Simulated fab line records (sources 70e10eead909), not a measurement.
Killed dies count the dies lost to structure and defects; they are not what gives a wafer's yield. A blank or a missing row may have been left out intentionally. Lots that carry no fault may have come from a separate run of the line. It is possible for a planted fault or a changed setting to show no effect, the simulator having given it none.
Matching of chambers :: flow nandHarc :: NHARC_A_CONTACT_ETCH_110 on rieDiel-11: 4 sister chambers
The step etches the open film in CF4/O2, target depth 50 nm, overetch 5 nm, time 27.5 s. 18 wafers are shown with their chamber, then 9 later ones without.

WAFERS WITH THEIR CHAMBER
wafer: L077.1
chamber: 3
showerheadPlenumPTorr (Torr): 1.29
drypumpMotorCurrentA (A): 5.8
rfVppV (V): 196.4

wafer: L077.4
chamber: 2
showerheadPlenumPTorr (Torr): 1.30
drypumpMotorCurrentA (A): 5.8
rfVppV (V): 196.2

wafer: L077.6
chamber: 2
showerheadPlenumPTorr (Torr): 1.30
drypumpMotorCurrentA (A): 5.8
rfVppV (V): 197.7

wafer: L078.1
chamber: 3
showerheadPlenumPTorr (Torr): 1.29
drypumpMotorCurrentA (A): 5.7
rfVppV (V): 196.5

wafer: L078.4
chamber: 2
showerheadPlenumPTorr (Torr): 1.30
drypumpMotorCurrentA (A): 5.8
rfVppV (V): 196.4

wafer: L078.5
chamber: 2
showerheadPlenumPTorr (Torr): 1.30
drypumpMotorCurrentA (A): 5.8
rfVppV (V): 196.5

wafer: L083.3
chamber: 0
showerheadPlenumPTorr (Torr): 1.24
drypumpMotorCurrentA (A): 5.5
rfVppV (V): 195.8

wafer: L083.5
chamber: 0
showerheadPlenumPTorr (Torr): 1.24
drypumpMotorCurrentA (A): 5.5
rfVppV (V): 195.4

wafer: L083.6
chamber: 3
showerheadPlenumPTorr (Torr): 1.29
drypumpMotorCurrentA (A): 5.7
rfVppV (V): 198.8

wafer: L082.2
chamber: 0
showerheadPlenumPTorr (Torr): 1.24
drypumpMotorCurrentA (A): 5.5
rfVppV (V): 195.3

wafer: L082.4
chamber: 2
showerheadPlenumPTorr (Torr): 1.29
drypumpMotorCurrentA (A): 5.8
rfVppV (V): 196.9

wafer: L082.6
chamber: 0
showerheadPlenumPTorr (Torr): 1.24
drypumpMotorCurrentA (A): 5.5
rfVppV (V): 196.9

wafer: L085.4
chamber: 1
showerheadPlenumPTorr (Torr): 1.33
drypumpMotorCurrentA (A): 5.7
rfVppV (V): 197.8

wafer: L085.5
chamber: 2
showerheadPlenumPTorr (Torr): 1.29
drypumpMotorCurrentA (A): 5.7
rfVppV (V): 198.1

wafer: L085.6
chamber: 3
showerheadPlenumPTorr (Torr): 1.29
drypumpMotorCurrentA (A): 5.7
rfVppV (V): 197.8

wafer: L080.1
chamber: 1
showerheadPlenumPTorr (Torr): 1.33
drypumpMotorCurrentA (A): 5.7
rfVppV (V): 199.2

wafer: L080.2
chamber: 0
showerheadPlenumPTorr (Torr): 1.24
drypumpMotorCurrentA (A): 5.5
rfVppV (V): 197.1

wafer: L080.4
chamber: 3
showerheadPlenumPTorr (Torr): 1.29
drypumpMotorCurrentA (A): 5.7
rfVppV (V): 195.7

SIGNATURES (averages over the wafers above)
reading: showerheadPlenumPTorr
chamber 0: 1.2400
chamber 1: 1.3300
chamber 2: 1.2967
chamber 3: 1.2900
scatter within a chamber: 0.00309

reading: drypumpMotorCurrentA
chamber 0: 5.500
chamber 1: 5.700
chamber 2: 5.783
chamber 3: 5.720
scatter within a chamber: 0.0342

reading: rfVppV
chamber 0: 196.100
chamber 1: 198.500
chamber 2: 196.967
chamber 3: 197.040
scatter within a chamber: 0.962
Rule: for each reading, subtract the chamber's mean from the wafer's reading, divide by that reading's scatter and square the result; add these up over the readings and take the root, which gives the wafer's distance from the chamber. If the next closest chamber is less than 2 further off than the closest, the wafer can't be placed; otherwise it belongs to the closest. The scatter: take each reading less its chamber's mean, square it, sum over the shown wafers, divide by the number of wafers less the number of chambers, and take the root.

WAFERS WITH NO CHAMBER GIVEN
wafer: L087.4
showerheadPlenumPTorr (Torr): 1.24
drypumpMotorCurrentA (A): 5.5
rfVppV (V): 195.5

wafer: L087.5
showerheadPlenumPTorr (Torr): 1.33
drypumpMotorCurrentA (A): 5.7
rfVppV (V): 197.8

wafer: L087.6
showerheadPlenumPTorr (Torr): 1.24
drypumpMotorCurrentA (A): 5.5
rfVppV (V): 195.6

wafer: L091.1
showerheadPlenumPTorr (Torr): 1.24
drypumpMotorCurrentA (A): 5.5
rfVppV (V): 195.0

wafer: L091.3
showerheadPlenumPTorr (Torr): 1.33
drypumpMotorCurrentA (A): 5.7
rfVppV (V): 197.4

wafer: L091.4
showerheadPlenumPTorr (Torr): 1.29
drypumpMotorCurrentA (A): 5.7
rfVppV (V): 196.0

wafer: L096.2
showerheadPlenumPTorr (Torr): 1.33
drypumpMotorCurrentA (A): 5.7
rfVppV (V): 198.5

wafer: L096.5
showerheadPlenumPTorr (Torr): 1.29
drypumpMotorCurrentA (A): 5.7
rfVppV (V): 197.9

wafer: L096.6
showerheadPlenumPTorr (Torr): 1.45
drypumpMotorCurrentA (A): 5.5
rfVppV (V): 199.6

WHICH CHAMBER EACH ONE RAN IN
wafer: L087.4
from the rows above: 0
in truth: 0

wafer: L087.5
from the rows above: 1
in truth: 1

wafer: L087.6
from the rows above: 0
in truth: 0

wafer: L091.1
from the rows above: 0
in truth: 0

wafer: L091.3
from the rows above: 1
in truth: 1

wafer: L091.4
from the rows above: 3
in truth: 3

wafer: L096.2
from the rows above: 1
in truth: 1

wafer: L096.5
from the rows above: 3
in truth: 3

wafer: L096.6
from the rows above: 1
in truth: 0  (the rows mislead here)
8 of 9 placed correctly. Can't be placed from these rows: 0. Wrongly placed: 1.
